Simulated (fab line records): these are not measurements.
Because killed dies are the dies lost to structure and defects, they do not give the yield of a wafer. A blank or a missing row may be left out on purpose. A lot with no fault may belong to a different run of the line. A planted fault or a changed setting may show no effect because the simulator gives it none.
A lot that was struck, set against a sound lot | flow nandHarc | 15 out of 1302 route steps
Sound: wafers L451.1, L451.2, L451.5. Wafers L464.3, L464.4, L464.6 were the ones struck. The cause comes at the end.
For every step that has rows: the tool of each side, followed by ch and its chambers, followed by its first start. Under that, the readings that differ: sound wafers | struck wafers | difference of the means | sigmas: that difference in standard deviations of wafers without a fault.
alike: readings whose means differ by less than 2 such deviations, and words and numbers that are the same on both sides. not compared: withheld readings, readings that some wafer has no value for, bounds like >300 that may hide the same value, and numbers for which the record gives no deviation and whose values overlap.
A row with sigmas, a row that says differs or no value, or rows on one side alone: a step with any of these is where the two part. When numbers do not overlap yet have no deviation, they are printed without sigmas and do not part them. A reading missing from all wafers of one side parts the sides only when that side holds two or more wafers.

first, 1 step without rows for these wafers: NHARC_A_ONON_D1_DEP_03 (target thk 1000 nm).
NHARC_A_ONON_D1_THK_MEAS_05: measures by ellipsometry.
  sound: filmMetro-01 at day 9 11:36; struck: filmMetro-01 at day 14 19:02
reading    | sound       | struck         | difference | sigmas
thkNm (nm) | 982 980 984 | 1001 1002 1003 | +20        | +2
following that, 1 step holds no rows for these wafers, namely NHARC_A_ONON_D1_DEP_06 (target thickness 1000 nm).
NHARC_A_ONON_D1_THK_MEAS_08: measures by ellipsometry.
  sound: filmMetro-02 at day 9 12:10; struck: filmMetro-01 at day 14 19:37
  alike: thkNm
following that, 1 step holds no rows for these wafers, namely NHARC_A_ONON_D1_DEP_09 (target thickness 1000 nm).
NHARC_A_ONON_D1_THK_MEAS_11: measures by ellipsometry.
  sound: filmMetro-02 at day 9 12:44; struck: filmMetro-02 at day 14 20:10
  alike: thkNm
following that, 1 step holds no rows for these wafers, namely NHARC_A_ONON_D1_DEP_12 (target thickness 1000 nm).
NHARC_A_ONON_D1_THK_MEAS_14: measures by ellipsometry.
  sound: filmMetro-02 at day 9 13:18; struck: filmMetro-01 at day 14 20:44
  alike: thkNm
then, 2 steps without rows for these wafers: NHARC_A_ONON_D1_ANNEAL_15 (time 3600 s); NHARC_A_ONON_D1_DEP_16 (target thk 1000 nm).
NHARC_A_ONON_D1_THK_MEAS_18: measures by ellipsometry.
  sound: filmMetro-02 at day 9 21:04; struck: filmMetro-01 at day 15 04:33
  alike: thkNm
NHARC_A_ONON_D1_DEP_19: target thk 1000 nm.
  sound on pecvdOnon-02 ch 0, day 9 21:07; struck on pecvdOnon-02 ch 0, day 15 04:43
  alike: nh3FlowSccm
NHARC_A_ONON_D1_THK_MEAS_21: measures by ellipsometry.
  sound: filmMetro-02 at day 9 21:38; struck: filmMetro-02 at day 15 05:07
reading    | sound          | struck         | difference | sigmas
thkNm (nm) | 1031 1030 1030 | 1151 1151 1151 | +121       | +11
then, 2 steps without rows for these wafers: NHARC_A_ONON_D1_DEP_22 (target thk 1000 nm); NHARC_END_SORT_01.

## WHERE THEY PART
Earliest at NHARC_A_ONON_D1_THK_MEAS_05; latest, in this record, at NHARC_A_ONON_D1_THK_MEAS_21.

WHY: what the simulator had put in
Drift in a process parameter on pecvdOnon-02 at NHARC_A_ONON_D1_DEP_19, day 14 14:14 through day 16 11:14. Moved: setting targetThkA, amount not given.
